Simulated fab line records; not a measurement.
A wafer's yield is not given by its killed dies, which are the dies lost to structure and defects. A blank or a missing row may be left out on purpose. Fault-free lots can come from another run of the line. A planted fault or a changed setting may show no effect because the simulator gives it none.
The same fault as seen by 2 desks :: flow nand-harc :: numbers are kept per desk, each desk with only its own; the story behind them comes last

## AT THE METROLOGY DESK
What the gauges read for every lot (on any tool): the sampled wafers with a number, averaged. Marked OUT: a lot whose mean sits more than 4 standard deviations from the usual mean, which makes it out of limits; the brackets give that distance.
Columns: A = thk-nm at NHARC_P_BONDPAD_THK_MEAS_33, usual 200.2 nm; B = overlay-x-nm at NHARC_P_BONDPAD_OVL_MEAS_38, usual -1 nm; C = overlay-y-nm at NHARC_P_BONDPAD_OVL_MEAS_38, usual 0 nm
lot: L165
first seen here: day 6 16:29
A: 201.0
B: -9
C: -2

lot: L166
first seen here: day 7 03:05
A: 200.4
B: -1
C: 3

lot: L168
first seen here: day 7 14:40
A: 200.7
B: 3
C: 3

lot: L171
first seen here: day 8 01:44
A: 200.9
B: -0
C: -10

lot: L170
first seen here: day 8 02:46
A: 200.4
B: -9
C: -12

lot: L172
first seen here: day 8 08:46
A: 199.9
B: 1
C: -6

lot: L173
first seen here: day 8 11:50
A: 201.7
B: -7
C: -2

lot: L178
first seen here: day 9 10:30
A: 200.7
B: 4
C: 10

lot: L176
first seen here: day 9 12:13
A: 200.1
B: -8
C: -11

lot: L183
first seen here: day 10 22:41
A: 199.7
B: 17
C: 0

lot: L185
first seen here: day 11 08:24
A: 198.9
B: -13
C: -2

lot: L186
first seen here: day 11 23:06
A: 200.6
B: 7
C: -6
Finding of this desk: none of the 12 lots has anything out of limits.

## AT THE TOOL OWNER'S DESK: rie-diel-04
The tool's own readings at NHARC_P_BONDPAD_ETCH_24 (etches the open film in CF4/N2, target depth 30 nm, time 72.99 s): means of the sampled wafers that have a number, for each lot that ran on this tool. Marked OUT: a lot whose mean sits more than 4 standard deviations from the usual mean, which makes it out of limits; the brackets give that distance.
Columns: A = drypump-motor-current-A at NHARC_P_BONDPAD_ETCH_24, usual 5.7 A; B = oes-product-au at NHARC_P_BONDPAD_ETCH_24, usual 0.994 a.u.; C = rf-vpp-V at NHARC_P_BONDPAD_ETCH_24, usual 313.7 V; D = showerhead-plenum-p-Torr at NHARC_P_BONDPAD_ETCH_24, usual 2.60 Torr; E = throttle-valve-pct at NHARC_P_BONDPAD_ETCH_24, usual 19.794 %
lot: L178
first seen here: day 9 11:46
A: 5.9
B: 0.996
C: 316.4
D: 2.72
E: 19.790

lot: L183
first seen here: day 10 23:53
A: 5.9
B: 0.947 (-6.0) OUT
C: 314.4
D: 2.63
E: 19.788
This desk's finding: out of limits on L183; first on L183, day 10 23:53 (oes-product-au at NHARC_P_BONDPAD_ETCH_24). Within limits: L178.

## ALL TOGETHER
At day 10 23:53, on L183, the tool owner's desk was in a position to raise an alarm.
At the metrology desk, nothing out of limits was observed.
The metrology desk holds a record of L183, inside its limits.
NHARC_P_BONDPAD_ETCH_24 was run on rie-diel-04 by each of the lots named.

## WHAT HAD BEEN PUT IN BY THE SIMULATOR
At NHARC_P_BONDPAD_ETCH_24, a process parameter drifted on rie-diel-04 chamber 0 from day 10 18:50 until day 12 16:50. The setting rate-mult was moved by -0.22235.
Struck lots among those shown: L183.
Time in hours from fault onset to the first out-of-limits reading at each desk: the tool owner's desk, 5.
